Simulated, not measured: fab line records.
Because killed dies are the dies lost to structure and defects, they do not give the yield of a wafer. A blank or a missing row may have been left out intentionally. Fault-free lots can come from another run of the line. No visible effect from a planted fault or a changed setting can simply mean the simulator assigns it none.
What tool caused it? + flow n5_finfet + 24 wafers from 8 lots sampled at 7 of the route's 1938 steps

## WHAT THE GAUGES SHOWED, per wafer
N5_BEOL_M5_OCD_MEAS_38. Usual: trench_depth_nm 70.9 nm, standard deviation 1.5.
| lot  | measured     | on     | trench_depth_nm (nm) | flag |
|------|--------------|--------|----------------------|------|
| L166 | day 8 12:07  | ocd-01 | 74.1 71.7 74.4       |      |
| L168 | day 8 19:51  | ocd-01 | 72.9 71.8 70.6       |      |
| L175 | day 10 13:12 | ocd-02 | 70.6 71.7 69.1       |      |
| L176 | day 10 19:16 | ocd-02 | 72.5 77.6 70.9       |      |
| L178 | day 11 09:38 | ocd-02 | 68.3 74.0 74.0       |      |
| L181 | day 11 23:08 | ocd-01 | 72.0 71.6 71.3       |      |
| L185 | day 13 03:07 | ocd-02 | 70.2 71.5 70.6       |      |
| L187 | day 13 19:46 | ocd-02 | 68.4 69.9 67.8       |      |

N5_BEOL_M5_THK_MEAS_53: measures by xrf. Usual: M5_THK 61.3 nm, standard deviation 1.8.
| lot  | measured     | on            | M5_THK (nm)    | flag |
|------|--------------|---------------|----------------|------|
| L166 | day 8 20:37  | film_metro-02 | 63.9 61.8 64.4 |      |
| L168 | day 9 02:45  | film_metro-01 | 64.5 61.6 61.0 |      |
| L175 | day 10 20:08 | film_metro-02 | 62.2 62.6 60.9 |      |
| L176 | day 11 02:13 | film_metro-02 | 63.3 69.2 61.9 |      |
| L178 | day 11 16:44 | film_metro-02 | 60.6 63.8 65.6 |      |
| L181 | day 12 10:40 | film_metro-02 | 61.8 62.0 59.8 |      |
| L185 | day 13 10:05 | film_metro-01 | 59.4 60.0 60.5 |      |
| L187 | day 14 02:29 | film_metro-02 | 59.1 61.0 59.7 |      |

N5_BEOL_M5_RS_MEAS_57: a four-point-probe measurement. Usual: M5_RS 0.395 ohm/sq, standard deviation 0.014.
| lot  | measured     | on            | M5_RS (ohm/sq)    | flag |
|------|--------------|---------------|-------------------|------|
| L166 | day 8 20:52  | film_metro-01 | 0.375 0.392 0.371 |      |
| L168 | day 9 03:01  | film_metro-01 | 0.373 0.392 0.399 |      |
| L175 | day 10 20:28 | film_metro-02 | 0.387 0.388 0.396 |      |
| L176 | day 11 02:31 | film_metro-01 | 0.380 0.343 0.394 |      |
| L178 | day 11 17:02 | film_metro-01 | 0.399 0.373 0.361 |      |
| L181 | day 12 10:56 | film_metro-02 | 0.391 0.390 0.407 |      |
| L185 | day 13 10:23 | film_metro-01 | 0.407 0.402 0.398 |      |
| L187 | day 14 02:45 | film_metro-01 | 0.412 0.399 0.407 |      |

## WHICH TOOL RAN EACH LOT (tool, then ch and the chambers of the sampled wafers, then the start)
| lot  | N5_BEOL_M5_STRIP_19                | N5_BEOL_M5_ETCH_67                 | N5_BEOL_M5_ETCH_68                 | N5_BEOL_M5_TRENCH_ETCH_37          |
|------|------------------------------------|------------------------------------|------------------------------------|------------------------------------|
| L166 | rie_diel-06 ch 0,2,3, day 8 11:10  | rie_diel-06 ch 2,3, day 8 11:45    | rie_diel-06 ch 2,3, day 8 11:47    | rie_diel-06 ch 2,3, day 8 11:58    |
| L168 | rie_diel-05 ch 0,2,3, day 8 17:23  | rie_diel-05 ch 1,2, day 8 19:29    | rie_diel-05 ch 1,2, day 8 19:31    | rie_diel-05 ch 1,2, day 8 19:42    |
| L175 | rie_diel-05 ch 1,2, day 10 12:12   | rie_diel-05 ch 0,2,3, day 10 12:50 | rie_diel-05 ch 0,2,3, day 10 12:52 | rie_diel-05 ch 0,2,3, day 10 13:03 |
| L176 | rie_diel-06 ch 1,2,3, day 10 15:45 | rie_diel-05 ch 0,1,2, day 10 18:54 | rie_diel-05 ch 0,1,2, day 10 18:55 | rie_diel-05 ch 0,1,2, day 10 19:07 |
| L178 | rie_diel-05 ch 0,2,3, day 11 08:40 | rie_diel-05 ch 1,3, day 11 09:16   | rie_diel-05 ch 1,3, day 11 09:17   | rie_diel-05 ch 1,3, day 11 09:29   |
| L181 | rie_diel-05 ch 1,2, day 11 22:11   | rie_diel-06 ch 0,1, day 11 22:46   | rie_diel-06 ch 0,1, day 11 22:47   | rie_diel-06 ch 0,1, day 11 22:58   |
| L185 | rie_diel-06 ch 1,3, day 13 01:47   | rie_diel-02 ch 0,2, day 13 02:44   | rie_diel-02 ch 0,2, day 13 02:46   | rie_diel-02 ch 0,2, day 13 02:58   |
| L187 | rie_diel-02 ch 0,2,3, day 13 18:40 | rie_diel-02 ch 2,3, day 13 19:24   | rie_diel-02 ch 2,3, day 13 19:25   | rie_diel-02 ch 2,3, day 13 19:37   |
- N5_BEOL_M5_STRIP_19: strips in O2.
- N5_BEOL_M5_ETCH_67: etches SiARC in CF4, target depth 15.6 nm, time 26 s.
- N5_BEOL_M5_ETCH_68: etches SOC in N2/H2, target depth 80 nm, overetch 16 nm, time 120 s.
- N5_BEOL_M5_TRENCH_ETCH_37: etches SiCOH lowk in C4F6/O2, target depth 71.652 nm, time 24.7 s.

## AS READ BY THE TOOLS THEMSELVES (means over the sampled wafers that have a number; for cases with no such wafer, the mark the record gives instead)
N5_BEOL_M5_STRIP_19. Usual: drypump_motor_current_A 5.5 A, standard deviation 0.41; oes_product_au 0.80 a.u., standard deviation 0.065; rf_vpp_V 3.6 V, standard deviation 0.49; showerhead_plenum_p_Torr 2.11 Torr, standard deviation 0.083; throttle_valve_pct 16.58 %, standard deviation 0.16.
| lot  | tool        | drypump_motor_current_A (A) | oes_product_au (a.u.) | rf_vpp_V (V) | showerhead_plenum_p_Torr (Torr) | throttle_valve_pct (%) | flag |
|------|-------------|-----------------------------|-----------------------|--------------|---------------------------------|------------------------|------|
| L166 | rie_diel-06 | 5.6                         | 0.86                  | 3.7          | 2.10                            | 16.43                  |      |
| L168 | rie_diel-05 | 5.5                         | 0.84                  | 3.7          | 2.16                            | 16.54                  |      |
| L175 | rie_diel-05 | 5.3                         | 0.84                  | 4.0          | 2.19                            | 16.58                  |      |
| L176 | rie_diel-06 | 5.3                         | 0.76                  | 3.6          | 2.07                            | 16.64                  |      |
| L178 | rie_diel-05 | 5.4                         | 0.81                  | 3.5          | 2.15                            | 16.57                  |      |
| L181 | rie_diel-05 | 5.6                         | 0.83                  | 3.7          | 2.16                            | 16.67                  |      |
| L185 | rie_diel-06 | 5.5                         | 0.82                  | 3.3          | 1.97                            | 16.39                  |      |
| L187 | rie_diel-02 | 5.5                         | 0.70                  | 3.0          | 2.10                            | 16.77                  |      |

N5_BEOL_M5_ETCH_67. Usual: value, then standard deviation, for each; drypump_motor_current_A 5.5 A / 0.4; etch_rf_on_time_s 26.1 s / 0.69; oes_product_au 0.68 a.u. / 0.058; rf_fwd_power_W 531.9 W / 1.8; rf_vpp_V 184.3 V / 1.3; showerhead_plenum_p_Torr 2.15 Torr / 0.068; throttle_valve_pct 15.50 % / 0.13.
| lot  | tool        | drypump_motor_current_A (A) | etch_rf_on_time_s (s) | oes_product_au (a.u.) | rf_fwd_power_W (W) | rf_vpp_V (V) | showerhead_plenum_p_Torr (Torr) | throttle_valve_pct (%) | flag |
|------|-------------|-----------------------------|-----------------------|-----------------------|--------------------|--------------|---------------------------------|------------------------|------|
| L166 | rie_diel-06 | 5.6                         | 24.9                  | 0.70                  | 530.4              | 184.0        | 2.16                            | 15.42                  |      |
| L168 | rie_diel-05 | 5.6                         | 25.8                  | 0.74                  | 530.7              | 185.0        | 2.21                            | 15.48                  |      |
| L175 | rie_diel-05 | 5.4                         | 26.5                  | 0.70                  | 531.0              | 184.8        | 2.18                            | 15.41                  |      |
| L176 | rie_diel-05 | 5.6                         | 26.2                  | 0.71                  | 532.1              | 184.4        | 2.19                            | 15.46                  |      |
| L178 | rie_diel-05 | 5.6                         | 26.8                  | 0.72                  | 532.5              | 185.2        | 2.17                            | 15.53                  |      |
| L181 | rie_diel-06 | 5.3                         | 26.1                  | 0.78                  | 532.5              | 183.7        | 2.16                            | 15.38                  |      |
| L185 | rie_diel-02 | 5.6                         | 26.7                  | 0.60                  | 530.0              | 184.1        | 2.10                            | 15.69                  |      |
| L187 | rie_diel-02 | 5.8                         | 26.8                  | 0.60                  | 532.3              | 184.1        | 2.13                            | 15.69                  |      |

N5_BEOL_M5_ETCH_68. Usual: drypump_motor_current_A 5.5 A, standard deviation 0.4; oes_product_au 0.61 a.u., standard deviation 0.051; rf_fwd_power_W 835.2 W, standard deviation 2.9; rf_vpp_V 524.4 V, standard deviation 2.7; showerhead_plenum_p_Torr 2.57 Torr, standard deviation 0.1; throttle_valve_pct 17.77 %, standard deviation 0.22.
| lot  | tool        | drypump_motor_current_A (A) | oes_product_au (a.u.) | rf_fwd_power_W (W) | rf_vpp_V (V) | showerhead_plenum_p_Torr (Torr) | throttle_valve_pct (%) | flag |
|------|-------------|-----------------------------|-----------------------|--------------------|--------------|---------------------------------|------------------------|------|
| L166 | rie_diel-06 | 5.6                         | 0.62                  | 836.8              | 524.2        | 2.56                            | 17.58                  |      |
| L168 | rie_diel-05 | 5.6                         | 0.67                  | 832.1              | 526.2        | 2.64                            | 17.93                  |      |
| L175 | rie_diel-05 | 5.4                         | 0.63                  | 836.4              | 526.2        | 2.62                            | 17.79                  |      |
| L176 | rie_diel-05 | 5.7                         | 0.64                  | 835.5              | 525.5        | 2.62                            | 17.86                  |      |
| L178 | rie_diel-05 | 5.6                         | 0.65                  | 836.8              | 523.2        | 2.60                            | 18.04                  |      |
| L181 | rie_diel-06 | 5.4                         | 0.70                  | 832.3              | 524.9        | 2.55                            | 17.48                  |      |
| L185 | rie_diel-02 | 5.6                         | 0.54                  | 835.5              | 522.4        | 2.49                            | 17.88                  |      |
| L187 | rie_diel-02 | 5.8                         | 0.54                  | 835.4              | 524.0        | 2.54                            | 18.00                  |      |

N5_BEOL_M5_TRENCH_ETCH_37. Usual: drypump_motor_current_A 5.5 A, standard deviation 0.4; oes_f_703_au 0.81 a.u., standard deviation 0.067; oes_o_777_au 0.81 a.u., standard deviation 0.072; oes_product_au 0.80 a.u., standard deviation 0.069; rf_fwd_power_W 339.4 W, standard deviation 1.7; rf_vpp_V 658 V, standard deviation 20; showerhead_plenum_p_Torr 2.87 Torr, standard deviation 0.092; throttle_valve_pct 20.85 %, standard deviation 0.16.
| lot  | tool        | drypump_motor_current_A (A) | oes_f_703_au (a.u.) | oes_o_777_au (a.u.) | oes_product_au (a.u.) | rf_fwd_power_W (W) | rf_vpp_V (V) | showerhead_plenum_p_Torr (Torr) | throttle_valve_pct (%) | flag |
|------|-------------|-----------------------------|---------------------|---------------------|-----------------------|--------------------|--------------|---------------------------------|------------------------|------|
| L166 | rie_diel-06 | 5.5                         | 0.85                | 0.86                | 0.82                  | 340.7              | 643          | 2.87                            | 20.71                  |      |
| L168 | rie_diel-05 | 5.6                         | 0.88                | 0.90                | 0.88                  | 339.9              | 658          | 2.95                            | 20.94                  |      |
| L175 | rie_diel-05 | 5.4                         | 0.82                | 0.82                | 0.82                  | 339.6              | 676          | 2.91                            | 20.76                  |      |
| L176 | rie_diel-05 | 5.7                         | 0.93                | 0.93                | 0.85                  | 367.6              | 644          | 2.92                            | 20.89                  | OFF  |
| L178 | rie_diel-05 | 5.6                         | 1.02                | 1.02                | 0.86                  | 392.6              | 614          | 2.91                            | 21.03                  | OFF  |
| L181 | rie_diel-06 | 5.3                         | 0.91                | 0.91                | 0.91                  | 337.8              | 659          | 2.87                            | 20.68                  |      |
| L185 | rie_diel-02 | 5.6                         | 0.71                | 0.71                | 0.70                  | 339.0              | 653          | 2.81                            | 21.02                  |      |
| L187 | rie_diel-02 | 5.7                         | 0.71                | 0.70                | 0.69                  | 338.9              | 640          | 2.84                            | 21.01                  |      |

## THE ANSWER, worked out from the rows above alone
Rule: take the mean of a lot's wafers that have a number; if it is more than 3 standard deviations from the usual mean, the lot is off. Also off: a lot with no number at a reading for which 4 or more lots have one. Any other lot the step has rows for is counted as sound. The gauges are gone through in route order, then the tools' own readings, and for those a lot's mean is taken as printed above. The first step at which some lot is off is used, and at that step the reading that is off furthest; a lot without a number counts as furthest.
Off: L176, L178 (N5_BEOL_M5_TRENCH_ETCH_37, rf_fwd_power_W).
If a tool, at that step or one of the process steps before it, ran each lot that is off and ran no sound lot following the first of them, it fits. One candidate fits, namely rie_diel-05 at N5_BEOL_M5_ETCH_67 and N5_BEOL_M5_ETCH_68 and N5_BEOL_M5_TRENCH_ETCH_37. At N5_BEOL_M5_ETCH_67 its last sound lot is L175 (day 10 12:50), its first lot that is off L176 (day 10 18:54): a fault that began between those two fits.

## WHAT THE SIMULATOR PUT IN
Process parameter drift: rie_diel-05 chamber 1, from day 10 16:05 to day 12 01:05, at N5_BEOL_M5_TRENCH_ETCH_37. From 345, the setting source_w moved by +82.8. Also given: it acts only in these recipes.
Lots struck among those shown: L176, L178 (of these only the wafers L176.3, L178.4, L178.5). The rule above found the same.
